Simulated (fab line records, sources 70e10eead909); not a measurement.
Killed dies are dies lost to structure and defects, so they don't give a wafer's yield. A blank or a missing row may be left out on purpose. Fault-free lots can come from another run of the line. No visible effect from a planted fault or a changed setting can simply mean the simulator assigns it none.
fab line records	flow nand_harc	part 1 of 2: steps 1 to 4 of 6
record: lots: 24	wafers: 72	last_day: 24
route steps=1159 shown A_SLIT@793 A_WL_FILL@824 A_CONTACT@860
lots untouched by any fault: they come from a run of this same line in which no faults occurred
start_h: hours from the record's first day to the start of the lot's first wafer shown	wait_h: hours elapsed since this lot's preceding step	" as in the row above	L1.1+2: one row covering several wafers at once	- no value, or no start given	* or withheld: withheld	< > ~ a bound
route shown NAME@n: NAME is a module with steps in the file, n the number in the route of the first one	usual: average and standard deviation across the fault-free wafers	same: alike in all rows	chamber/n: place in a boat	sites: readings site by site	_std_site: their standard deviation	_edge_site: the outer-site mean with the inner-site mean subtracted	radius_mm: how far each site lies from the wafer's centre	mask NAME#n: copy n	behind: the most recent tool/chamber to have shaped the wafer	hold: what put the lot on hold/how long, in hours/how the hold closed	device: names the non-switching transistor (n, p or np)	end of line: the tests these same wafers got at the end of their route	for a step that has no rows: nothing shown but its recipe	killed: dies that structure and defects cost at the first sort, which is not the same as the wafer's yield	map: a wafer's dies, marking killed ones x, the rest . and places with no die _
set.NAME: the setting that was run; set.NAME@STEP: the one run at that earlier step	model.NAME: the simulator's own value behind a step, which no gauge read
steps of the route over a sample of lots; a table a step, a row a wafer
services: when a tool's chamber went out of use (start_h, in hours from the record's first day, below 0 if earlier), for how many hours, and the reason
== steps ==
step: NHARC_A_SLIT_DESCUM_14
recipe: time_s: 3	o2_flow_sccm: 200	ar_flow_sccm: 0	bias_power_w: 0	chemistry: O2
usual: drypump_motor_current_A: 5.5/0.46	oes_product_au: 1.002/0.01	rf_vpp_V: 57.7/0.86	showerhead_plenum_p_Torr: 1.91/0.08	throttle_valve_pct: 11.312/0.0094
lot.wafer	tool	chamber	start_h	wait_h	drypump_motor_current_A	oes_product_au	rf_hours_counter_h	rf_vpp_V	showerhead_plenum_p_Torr	throttle_valve_pct
L074.2	rie_diel-06	3	321.12	0.1	5.9	0.999	7	57.4	1.98	11.305
L074.6	"	3	"	"	5.9	1.000	-	57.7	1.98	11.307
L074.5	"	0	"	"	5.0	0.994	-	57.9	1.85	11.299
L078.1	rie_diel-06	1	329.33	0.1	5.2	1.027	8	57.5	1.78	11.314
L078.6	"	3	"	"	5.9	1.009	-	58.0	1.98	11.326
L078.5	"	1	"	"	5.2	1.027	-	57.9	1.78	11.305
L075.1	rie_diel-04	0	329.51	0.1	5.4	0.997	1	57.6	2.04	11.315
L075.6	"	2	"	"	6.5	0.997	-	59.6	1.99	11.312
L075.5	"	3	"	"	5.2	0.993	-	58.8	1.93	11.324
L077.3	rie_diel-04	1	329.65	0.1	5.2	1.004	1	57.1	1.89	11.296
L077.2	"	2	"	"	6.5	0.995	1	56.9	1.99	11.325
L077.5	"	0	"	"	5.4	1.011	-	58.8	2.04	11.303
L076.2	rie_diel-06	3	331.31	0.1	5.9	1.012	9	55.7	1.98	11.299
L076.6	"	3	"	"	5.9	1.000	-	57.9	1.98	11.303
L076.4	"	0	"	"	4.9	0.999	-	58.6	1.85	11.311
L079.2	rie_diel-04	2	359.08	0.1	6.5	0.997	4	58.7	1.99	11.309
L079.1	"	3	"	"	5.2	0.988	4	56.7	1.93	11.302
L079.4	"	1	"	"	5.2	1.008	4	57.9	1.89	11.322
L081.1	rie_diel-04	1	369.10	0.1	5.2	1.007	4	57.5	1.89	11.326
L081.4	"	3	"	"	5.2	0.998	5	59.2	1.92	11.319
L081.6	"	1	"	"	5.2	1.017	-	57.8	1.89	11.321
L080.1	rie_diel-04	0	371.08	0.1	5.4	1.001	6	58.3	2.04	11.292
L080.2	"	2	"	"	6.5	1.005	5	59.1	1.99	11.302
L080.5	"	3	"	"	5.2	0.993	-	57.5	1.92	11.310
L083.2	rie_diel-04	0	375.05	0.1	5.4	1.011	7	57.9	2.04	11.304
L083.1	"	1	"	"	5.2	1.008	7	57.2	1.89	11.312
L083.5	"	3	"	"	5.2	0.997	-	56.0	1.92	11.315
L082.4	rie_diel-07	3	375.47	0.1	5.6	0.981	9	56.0	1.91	11.335
L082.1	"	0	"	"	6.1	0.992	7	58.5	1.80	11.306
L082.6	"	3	"	"	5.6	0.988	-	57.9	1.91	11.304
L084.2	rie_diel-07	2	376.90	0.1	5.3	1.005	9	57.3	1.87	11.304
L084.3	"	3	"	"	5.6	0.988	9	57.4	1.91	11.321
L084.5	"	0	"	"	6.1	0.998	-	57.5	1.80	11.304
L086.3	rie_diel-06	2	391.41	0.1	5.8	1.007	5	57.9	1.85	11.306
L086.1	"	0	"	"	5.0	1.005	11	57.5	1.85	11.318
L086.6	"	1	"	"	5.2	1.017	-	55.6	1.78	11.319
L087.3	rie_diel-04	3	391.59	0.1	5.2	1.011	8	57.9	1.92	11.312
L087.5	"	1	"	"	5.2	1.013	-	57.5	1.89	11.308
L087.6	"	2	"	"	6.5	1.007	-	58.8	1.99	11.299
L089.1	rie_diel-04	2	401.44	0.1	6.5	0.990	8	57.6	1.99	11.310
L089.2	"	3	"	"	5.2	1.002	9	58.6	1.92	11.318
L089.5	"	2	"	"	6.4	0.985	-	57.1	1.99	11.302
L085.1	rie_diel-06	1	402.70	0.1	5.2	1.006	14	59.7	1.78	11.310
L085.6	"	0	"	"	4.9	0.996	-	56.8	1.85	11.331
L085.5	"	1	"	"	5.2	1.014	-	57.7	1.78	11.293
L088.2	rie_diel-07	3	402.98	0.1	5.5	0.993	11	56.7	1.91	11.325
L088.1	"	0	"	"	6.1	0.989	9	57.1	1.80	11.315
L088.4	"	1	"	"	5.3	1.018	10	57.5	1.93	11.304
L090.1	rie_diel-07	2	414.77	0.1	5.4	0.989	0	57.1	1.87	11.310
L090.3	"	3	"	"	5.6	0.991	0	58.6	1.91	11.289
L090.6	"	3	"	"	5.6	0.991	-	58.5	1.91	11.294
L094.4	rie_diel-06	1	429.05	0.1	5.2	1.006	0	57.4	1.78	11.323
L094.3	"	2	"	"	5.8	0.999	0	57.8	1.85	11.303
L094.1	"	3	"	"	5.9	1.003	0	57.9	1.98	11.320
L092.1	rie_diel-04	3	429.30	0.1	5.2	1.007	11	57.5	1.92	11.307
L092.2	"	0	"	"	5.4	1.018	11	58.2	2.04	11.320
L092.4	"	1	"	"	5.2	1.024	9	56.9	1.88	11.322
L093.4	rie_diel-07	2	429.45	0.1	5.3	1.003	1	57.9	1.87	11.319
L093.3	"	0	"	"	6.1	0.986	1	56.9	1.80	11.326
L093.1	"	1	"	"	5.3	1.005	1	58.6	1.93	11.310
L091.1	rie_diel-06	2	436.95	0.1	5.8	1.007	1	57.5	1.85	11.315
L091.5	"	1	"	"	5.2	1.009	-	56.4	1.78	11.301
L091.6	"	2	"	"	5.7	1.005	-	57.7	1.85	11.316
L095.3	rie_diel-06	2	451.61	0.1	5.8	1.011	2	57.8	1.85	11.314
L095.2	"	0	"	"	4.9	0.982	2	55.8	1.85	11.305
L095.1	"	1	"	"	5.2	1.019	2	58.1	1.78	11.305
L096.4	rie_diel-04	0	451.98	0.1	5.4	0.998	13	58.4	2.04	11.311
L096.2	"	3	"	"	5.2	1.007	12	57.9	1.92	11.325
L096.6	"	0	"	"	5.4	1.006	-	57.8	2.04	11.312
L097.1	rie_diel-04	2	464.32	0.1	6.5	0.984	13	57.8	1.99	11.310
L097.3	"	3	"	"	5.2	0.991	13	56.0	1.92	11.324
L097.5	"	0	"	"	5.3	0.992	-	58.9	2.04	11.297
step: NHARC_A_WL_FILL_STRIP_29
recipe: time_s: 20	o2_flow_sccm: 500	ar_flow_sccm: 0	bias_w: 0	chemistry: O2
usual: drypump_motor_current_A: 5.9/0.42	oes_product_au: 1.003/0.011	rf_vpp_V: 57.8/0.9	showerhead_plenum_p_Torr: 3.52/0.11	throttle_valve_pct: 17.037/0.0084
lot.wafer	tool	chamber	start_h	wait_h	drypump_motor_current_A	oes_product_au	rf_hours_counter_h	rf_vpp_V	showerhead_plenum_p_Torr	throttle_valve_pct
L074.2	rie_diel-03	3	352.68	0.1	5.7	1.007	4.6	57.0	3.49	17.040
L074.5	"	0	"	"	5.0	0.991	-	57.0	3.46	17.042
L074.6	"	1	"	"	5.3	1.021	-	57.5	3.53	17.032
L075.1	rie_diel-03	1	359.10	0.1	5.3	1.009	4.8	56.9	3.53	17.037
L075.6	"	3	"	"	5.7	0.994	-	57.9	3.49	17.040
L075.5	"	0	"	"	5.0	1.003	-	57.4	3.46	17.023
L077.2	rie_diel-01	1	359.14	0.1	5.8	1.009	1.0	58.5	3.44	17.034
L077.3	"	2	"	"	5.8	0.988	1.0	56.8	3.31	17.037
L077.5	"	1	"	"	5.8	1.012	-	57.5	3.44	17.034
L078.1	rie_diel-11	0	359.21	0.1	6.3	0.996	10.3	58.4	3.53	17.032
L078.5	"	0	"	"	6.3	1.001	-	57.7	3.52	17.041
L078.6	"	1	"	"	6.1	0.983	-	56.9	3.65	17.035
L076.2	rie_diel-01	1	362.96	0.1	5.8	1.018	1.0	58.2	3.44	17.033
L076.4	"	2	"	"	5.8	0.985	1.0	56.6	3.31	17.058
L076.6	"	1	"	"	5.8	1.009	-	58.7	3.44	17.046
L079.2	rie_diel-11	1	392.70	0.1	6.1	1.007	0.5	58.5	3.65	17.053
L079.4	"	2	"	"	6.3	1.016	0.5	58.2	3.66	17.048
L079.1	"	0	"	"	6.3	1.016	0.5	57.4	3.52	17.034
L081.4	rie_diel-01	3	395.01	0.1	6.5	0.997	1.4	56.7	3.45	17.039
L081.1	"	2	"	"	5.8	0.994	1.7	57.2	3.31	17.035
L081.6	"	0	"	"	5.9	1.003	-	57.5	3.50	17.029
L080.2	rie_diel-11	2	395.04	0.1	6.3	1.020	0.9	60.7	3.66	17.036
L080.1	"	0	"	"	6.3	1.005	1.1	58.4	3.52	17.031
L080.5	"	1	"	"	6.1	0.999	-	57.3	3.65	17.040
L083.2	rie_diel-03	0	402.99	0.1	5.0	0.997	0.0	58.4	3.46	17.035
L083.1	"	3	"	"	5.7	0.998	0.0	58.9	3.49	17.052
L083.5	"	1	"	"	5.3	1.016	-	58.1	3.53	17.057
L084.3	rie_diel-01	0	403.00	0.1	5.9	1.011	2.0	58.2	3.50	17.023
L084.2	"	2	"	"	5.8	0.989	1.9	57.2	3.31	17.038
L084.5	"	3	"	"	6.5	0.997	-	57.4	3.45	17.036
L082.1	rie_diel-11	2	406.18	0.1	6.3	1.010	1.8	58.5	3.66	17.034
L082.4	"	1	"	"	6.1	0.991	2.1	56.9	3.65	17.047
L082.6	"	3	"	"	5.7	1.004	-	58.7	3.52	17.030
L086.1	rie_diel-01	0	422.07	0.1	5.9	0.999	2.5	57.2	3.50	17.021
L086.3	"	1	"	"	5.8	1.006	2.5	56.3	3.44	17.049
L086.6	"	1	"	"	5.8	1.006	-	57.6	3.44	17.039
L087.3	rie_diel-01	3	425.76	0.1	6.5	1.003	2.4	57.5	3.45	17.031
L087.6	"	3	"	"	6.5	1.003	-	58.2	3.45	17.035
L087.5	"	0	"	"	5.9	1.002	-	58.9	3.50	17.032
L089.2	rie_diel-01	2	432.08	0.1	5.7	0.996	2.7	59.1	3.31	17.039
L089.1	"	3	"	"	6.5	1.003	2.4	57.2	3.45	17.037
L089.5	"	3	"	"	6.5	0.989	-	59.4	3.45	17.034
L085.1	rie_diel-11	2	432.16	0.1	6.3	1.008	3.4	58.6	3.65	17.031
L085.5	"	3	"	"	5.6	1.008	-	58.1	3.52	17.036
L085.6	"	0	"	"	6.3	0.999	-	57.9	3.52	17.031
L088.2	rie_diel-01	0	437.25	0.1	5.9	1.022	2.8	58.7	3.50	17.035
L088.4	"	1	"	"	5.8	1.018	2.8	56.7	3.44	17.040
L088.1	"	3	"	"	6.5	0.992	2.5	57.6	3.45	17.052
L090.1	rie_diel-11	1	441.98	0.1	6.1	1.006	4.3	58.2	3.65	17.037
L090.3	"	3	"	"	5.6	1.005	3.7	57.2	3.52	17.045
L090.6	"	1	"	"	6.1	1.008	-	57.6	3.65	17.026
L094.1	rie_diel-03	3	457.14	0.1	5.7	0.983	1.7	56.5	3.49	17.026
L094.4	"	0	"	"	5.0	0.976	1.7	59.8	3.46	17.015
L094.3	"	2	"	"	5.5	0.984	1.8	56.5	3.78	17.037
L093.1	rie_diel-03	2	460.38	0.1	5.5	0.971	1.8	58.6	3.78	17.037
L093.4	"	0	"	"	5.0	0.979	1.8	57.4	3.46	17.054
L093.3	"	1	"	"	5.2	1.013	1.6	57.9	3.52	17.033
L092.1	rie_diel-11	2	460.40	0.1	6.3	1.016	4.8	58.7	3.65	17.024
L092.2	"	3	"	"	5.6	1.008	4.6	58.3	3.52	17.033
L092.4	"	0	"	"	6.3	1.008	5.2	56.2	3.52	17.036
L091.1	rie_diel-01	0	467.95	0.1	5.9	1.000	3.6	56.6	3.50	17.048
L091.6	"	2	"	"	5.8	1.001	-	57.4	3.31	17.040
L091.5	"	3	"	"	6.5	1.002	-	56.7	3.45	17.036
L096.2	rie_diel-03	3	484.21	0.1	5.7	0.998	2.8	58.1	3.49	17.044
L096.4	"	1	"	"	5.3	1.018	2.7	57.6	3.52	17.036
L096.6	"	3	"	"	5.7	1.003	-	57.0	3.49	17.027
L095.3	rie_diel-11	0	484.23	0.1	6.3	1.008	6.9	57.1	3.52	17.032
L095.1	"	2	"	"	6.3	1.008	6.4	58.3	3.65	17.027
L095.2	"	3	"	"	5.6	1.008	6.1	57.4	3.52	17.042
L097.1	rie_diel-11	3	493.49	0.1	5.6	1.020	7.1	56.1	3.52	17.034
L097.3	"	1	"	"	6.1	1.005	7.6	58.6	3.64	17.056
L097.5	"	3	"	"	5.6	1.015	-	57.2	3.52	17.034
step: NHARC_A_CONTACT_ETCH_50
recipe: target_depth_a: 847	time_s: 42.4	cf4_flow_sccm: 100	chf3_flow_sccm: 30	ar_flow_sccm: 0	rf_w: 500	bias_w: 200	chemistry: CF4/CHF3
usual: drypump_motor_current_A: 5.9/0.51	oes_product_au: 0.949/0.022	rf_vpp_V: 369.7/2.2	showerhead_plenum_p_Torr: 1.55/0.062	throttle_valve_pct: 16.802/0.0088
lot.wafer	tool	chamber	start_h	wait_h	drypump_motor_current_A	oes_product_au	rf_hours_counter_h	rf_vpp_V	showerhead_plenum_p_Torr	throttle_valve_pct
L074.2	rie_diel-12	3	-	-	5.3	0.951	26	371.9	1.62	16.804
L074.6	"	0	"	"	5.4	0.950	-	366.4	1.46	16.807
L074.5	"	1	"	"	6.6	0.965	-	369.5	1.54	16.812
L075.1	rie_diel-12	1	-	-	6.6	0.968	27	368.2	1.53	16.792
L075.5	"	1	"	"	6.6	0.964	-	370.7	1.53	16.801
L075.6	"	2	"	"	6.3	0.924	-	375.4	1.67	16.787
L078.1	rie_diel-10	2	-	-	5.0	0.955	5	366.8	1.51	16.804
L078.6	"	1	"	"	5.4	0.959	-	373.1	1.64	16.807
L078.5	"	2	"	"	5.0	0.958	-	368.7	1.51	16.784
L077.3	rie_diel-13	1	-	-	6.6	0.933	36	371.1	1.55	16.803
L077.2	"	3	"	"	6.2	0.923	36	369.5	1.54	16.789
L077.5	"	3	"	"	6.2	0.927	-	368.2	1.54	16.805
L076.2	rie_diel-13	0	-	-	5.7	0.928	37	368.9	1.57	16.816
L076.6	"	0	"	"	5.7	0.936	-	369.0	1.57	16.813
L076.4	"	1	"	"	6.6	0.932	-	371.4	1.54	16.798
L079.4	rie_diel-12	1	-	-	6.6	0.955	3	369.0	1.53	16.799
L079.1	"	2	"	"	6.2	0.963	3	372.5	1.67	16.799
L079.2	"	3	"	"	5.4	0.995	3	371.8	1.62	16.804
L080.2	rie_diel-12	2	-	-	6.3	0.952	4	374.1	1.67	16.813
L080.1	"	3	"	"	5.4	0.985	4	372.2	1.62	16.807
L080.5	"	1	"	"	6.6	0.978	-	368.6	1.53	16.786
L081.4	rie_diel-12	1	-	-	6.6	0.923	4	367.8	1.53	16.799
L081.1	"	0	"	"	5.5	0.923	5	368.9	1.46	16.782
L081.6	"	2	"	"	6.2	0.926	-	374.0	1.67	16.806
L083.2	rie_diel-12	3	-	-	5.4	0.972	7	373.3	1.62	16.802
L083.1	"	0	"	"	5.4	0.965	7	368.4	1.46	16.807
L083.5	"	2	"	"	6.3	0.966	-	373.1	1.67	16.799
L084.3	rie_diel-12	2	-	-	6.2	0.954	7	373.8	1.67	16.791
L084.2	"	3	"	"	5.3	0.976	8	372.6	1.62	16.796
L084.5	"	0	"	"	5.5	0.973	-	366.2	1.46	16.794
L082.4	rie_diel-13	3	-	-	6.2	0.931	55	369.7	1.53	16.812
L082.1	"	0	"	"	5.7	0.922	56	370.5	1.56	16.785
L082.6	"	1	"	"	6.6	0.946	-	369.9	1.54	16.805
L086.1	rie_diel-10	2	-	-	5.0	0.958	29	368.0	1.50	16.809
L086.3	"	0	"	"	5.7	0.932	32	368.4	1.50	16.797
L086.6	"	1	"	"	5.4	0.954	-	370.6	1.63	16.793
L087.3	rie_diel-12	3	-	-	5.4	0.989	11	371.3	1.62	16.781
L087.5	"	3	"	"	5.4	0.987	-	372.1	1.62	16.803
L087.6	"	0	"	"	5.5	0.977	-	366.2	1.46	16.802
L085.1	rie_diel-13	2	-	-	5.9	0.924	60	367.1	1.48	16.786
L085.5	"	1	"	"	6.7	0.933	-	368.9	1.54	16.808
L085.6	"	2	"	"	5.9	0.927	-	368.1	1.48	16.797
L089.2	rie_diel-10	2	-	-	5.0	0.924	34	367.0	1.50	16.803
L089.1	"	3	"	"	5.9	0.946	37	370.2	1.54	16.793
L089.5	"	0	"	"	5.7	0.934	-	368.0	1.50	16.803
L088.1	rie_diel-10	1	-	-	5.4	0.949	33	370.8	1.63	16.796
L088.4	"	2	"	"	5.1	0.930	36	369.2	1.50	16.809
L088.2	"	3	"	"	5.8	0.940	40	370.7	1.54	16.789
L090.1	rie_diel-12	3	-	-	5.4	0.937	15	372.3	1.61	16.811
L090.3	"	0	"	"	5.5	0.939	15	367.5	1.46	16.808
L090.6	"	2	"	"	6.3	0.913	-	374.0	1.67	16.804
L094.3	rie_diel-13	2	-	-	5.8	0.949	6	366.7	1.48	16.813
L094.1	"	3	"	"	6.2	0.949	5	369.0	1.53	16.794
L094.4	"	0	"	"	5.7	0.961	5	368.8	1.56	16.818
L092.1	rie_diel-10	0	-	-	5.7	0.925	49	367.6	1.50	16.797
L092.4	"	1	"	"	5.4	0.925	40	371.9	1.63	16.808
L092.2	"	2	"	"	5.0	0.906	42	367.0	1.50	16.796
L093.4	rie_diel-13	3	-	-	6.2	0.975	7	368.3	1.53	16.807
L093.3	"	1	"	"	6.6	0.953	7	370.0	1.54	16.811
L093.1	"	2	"	"	5.9	0.978	7	367.2	1.48	16.803
L091.1	rie_diel-12	3	-	-	5.3	0.958	19	370.9	1.61	16.794
L091.6	"	3	"	"	5.3	0.963	-	373.7	1.61	16.795
L091.5	"	0	"	"	5.5	0.947	-	366.2	1.46	16.802
L095.3	rie_diel-13	3	-	-	6.2	0.980	15	367.8	1.53	16.808
L095.1	"	1	"	"	6.6	0.956	16	368.8	1.53	16.802
L095.2	"	2	"	"	5.8	0.988	16	366.6	1.48	16.792
L096.2	rie_diel-10	2	-	-	5.0	0.918	50	367.8	1.50	16.798
L096.6	"	2	"	"	5.0	0.917	-	367.4	1.50	16.793
L096.4	"	3	"	"	5.8	0.923	-	370.0	1.54	16.795
L097.1	rie_diel-13	1	-	-	6.6	0.960	21	370.0	1.53	16.804
L097.3	"	3	"	"	6.2	0.957	21	369.6	1.53	16.811
L097.5	"	1	"	"	6.6	0.954	-	369.9	1.53	16.804
step: NHARC_A_CONTACT_ETCH_120
recipe: source_w: withheld	pressure_mtorr: 20	bias_v: 3000	time_s: 94	target_depth_a: 9220	ar_flow_sccm: withheld	c4f8_flow_sccm: withheld	o2_flow_sccm: withheld	chemistry: C4F8/O2/Ar
lot.wafer	tool	chamber	start_h	wait_h	rf_hours_counter_h
L074.2	har_cap_etch-03	1	372.08	0.1	84
L074.5	"	0	"	"	-
L074.6	"	1	"	"	-
L075.1	har_cap_etch-03	0	379.20	0.1	85
L075.5	"	0	"	"	-
L075.6	"	1	"	"	-
L078.1	har_cap_etch-01	1	381.61	0.1	58
L078.5	"	0	"	"	-
L078.6	"	1	"	"	-
L077.2	har_cap_etch-02	0	383.90	0.1	9
L077.3	"	0	"	"	-
L077.5	"	1	"	"	-
L076.2	har_cap_etch-01	0	385.05	0.1	59
L076.4	"	1	"	"	-
L076.6	"	0	"	"	-
L079.1	har_cap_etch-01	0	410.05	0.1	62
L079.2	"	1	"	"	62
L079.4	"	1	"	"	-
L080.1	har_cap_etch-02	1	412.32	0.1	14
L080.2	"	0	"	"	14
L080.5	"	0	"	"	-
L081.1	har_cap_etch-03	1	416.26	0.1	91
L081.4	"	0	"	"	-
L081.6	"	0	"	"	-
L083.2	har_cap_etch-03	0	422.75	0.1	93
L083.1	"	1	"	"	93
L083.5	"	1	"	"	-
L084.2	har_cap_etch-01	1	424.21	0.1	65
L084.3	"	1	"	"	-
L084.5	"	1	"	"	-
L082.1	har_cap_etch-02	1	428.20	0.1	18
L082.4	"	0	"	"	-
L082.6	"	1	"	"	-
L086.1	har_cap_etch-02	1	441.72	0.1	20
L086.3	"	0	"	"	-
L086.6	"	0	"	"	-
L087.3	har_cap_etch-03	0	444.36	0.1	-
L087.6	"	0	"	"	-
L087.5	"	1	"	"	-
L085.1	har_cap_etch-02	1	450.98	0.1	22
L085.6	"	0	"	"	-
L085.5	"	1	"	"	-
L089.2	har_cap_etch-02	1	457.14	0.1	23
L089.1	"	0	"	"	23
L089.5	"	1	"	"	-
L088.2	har_cap_etch-02	0	460.98	0.1	24
L088.1	"	1	"	"	24
L088.4	"	0	"	"	-
L090.1	har_cap_etch-03	1	464.34	0.1	102
L090.3	"	1	"	"	-
L090.6	"	1	"	"	-
L094.1	har_cap_etch-03	0	474.65	0.1	104
L094.4	"	1	"	"	-
L094.3	"	0	"	"	-
L092.1	har_cap_etch-01	0	477.99	0.1	74
L092.2	"	1	"	"	74
L092.4	"	1	"	"	-
L093.1	har_cap_etch-02	0	479.48	0.1	28
L093.3	"	0	"	"	-
L093.4	"	1	"	"	-
L091.1	har_cap_etch-02	0	490.96	0.1	29
L091.5	"	0	"	"	-
L091.6	"	1	"	"	-
L095.2	har_cap_etch-01	1	502.95	0.1	77
L095.1	"	0	"	"	77
L095.3	"	1	"	"	-
L096.2	har_cap_etch-03	1	503.33	0.1	110
L096.4	"	0	"	"	-
L096.6	"	1	"	"	-
L097.1	har_cap_etch-01	0	516.36	0.1	80
L097.3	"	0	"	"	-
L097.5	"	1	"	"	-
